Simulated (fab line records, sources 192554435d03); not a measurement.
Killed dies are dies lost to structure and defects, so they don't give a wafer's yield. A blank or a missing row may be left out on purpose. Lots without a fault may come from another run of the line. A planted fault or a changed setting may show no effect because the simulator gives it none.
Split-lot experiment | flow n5_finfet | 7 lots, 21 wafers read, on a route of 1938 steps

THE SPLIT
At N5_BEOL_M1_TRENCH_ETCH_37 (etches SiOC in C4F6/O2, target depth 55.207 nm, time 29 s), the setting bias_w was moved away from the recipe's 185 W on 6 of the 21 wafers read, by -11.6% to +14.8%. The other wafers ran this setting at the recipe's value.

The reading is taken at the split's own step.

THE READING
rf_vpp_V, in V, at N5_BEOL_M1_TRENCH_ETCH_37 (etches SiOC in C4F6/O2, target depth 55.207 nm, time 29 s). Fault-free wafers of this fab line usually give 669 V, standard deviation 29 V.

wafer  | tool, chamber at the split | bias_w as run, W | against the recipe | rf_vpp_V, V | against lot-mates on the recipe
L078.3 | rie_diel-06, 1             | 212.3            | +14.8%             | 797         | +140
L078.4 | rie_diel-06, 0             | 185              | recipe             | 662         | -
L078.5 | rie_diel-06, 2             | 185              | recipe             | 652         | -
L081.2 | rie_diel-04, 1             | 207.1            | +11.9%             | 705         | +72
L081.3 | rie_diel-04, 3             | 207.1            | +11.9%             | 707         | +74
L081.4 | rie_diel-04, 2             | 185              | recipe             | 633         | -
L083.2 | rie_diel-03, 0             | 185              | recipe             | 715         | -
L083.3 | rie_diel-03, 2             | 169.8            | -8.2%              | 628         | -87
L083.5 | rie_diel-03, 3             | 169.8            | -8.2%              | 617         | -98
L087.3 | rie_diel-04, 1             | 185              | recipe             | 644         | -
L087.4 | rie_diel-04, 3             | 163.5            | -11.6%             | 585         | -60
L087.5 | rie_diel-04, 3             | 185              | recipe             | 646         | -
L092.1 | rie_diel-06, 3             | 185              | recipe             | 677         | -
L092.3 | rie_diel-06, 2             | 185              | recipe             | 654         | -
L092.4 | rie_diel-06, 0             | 185              | recipe             | 662         | -
L096.2 | rie_diel-03, 2             | 185              | recipe             | 672         | -
L096.5 | rie_diel-03, 0             | 185              | recipe             | 715         | -
L096.6 | rie_diel-03, 3             | 185              | recipe             | 659         | -
L097.1 | rie_diel-04, 3             | 185              | recipe             | 646         | -
L097.2 | rie_diel-04, 0             | 185              | recipe             | 643         | -
L097.6 | rie_diel-04, 1             | 185              | recipe             | 643         | -

THE FIT
A straight line over all 21 wafers: rf_vpp_V changes by +5.93 V for each +1% of bias_w; r = +0.83; the points scatter about the line by 26 V.
The same after taking each lot's own level away (the mean of its wafers on the recipe; 21 wafers): +7.82 V for each +1%; r = +0.94; scatter 18 V.
On that fit, the largest move of bias_w shifts the reading by 1.2e+02 V.
The lots' own levels span 633.0 to 715.0 V, that is 2.8 times the standard deviation above.
So the lot-to-lot level changes the slope: the two fits differ.
Check: with one of the wafers moved furthest among these (+14.8%) left out of the fit, the line predicts +101 V for it against its lot-mates. It came out at +140 V against them.
Tool readings at the split's step, against how far the setting was moved: rf_vpp_V r = +0.83.

OTHER SPLITS ON THESE WAFERS
These wafers also went through other splits before the reading. Each is held against what the fit with the lots' levels taken away leaves over:
other split on the same wafers | wafers away from the commonest value | r with rf_vpp_V (lot level and that fit taken away)
N5_BEOL_M1_EXPOSE_08 dose_mj   | 7                                    | +0.43

THE FILE'S OWN FIT
rf_vpp_V changes by +7.8 V for each +1% of bias_w, r = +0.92.
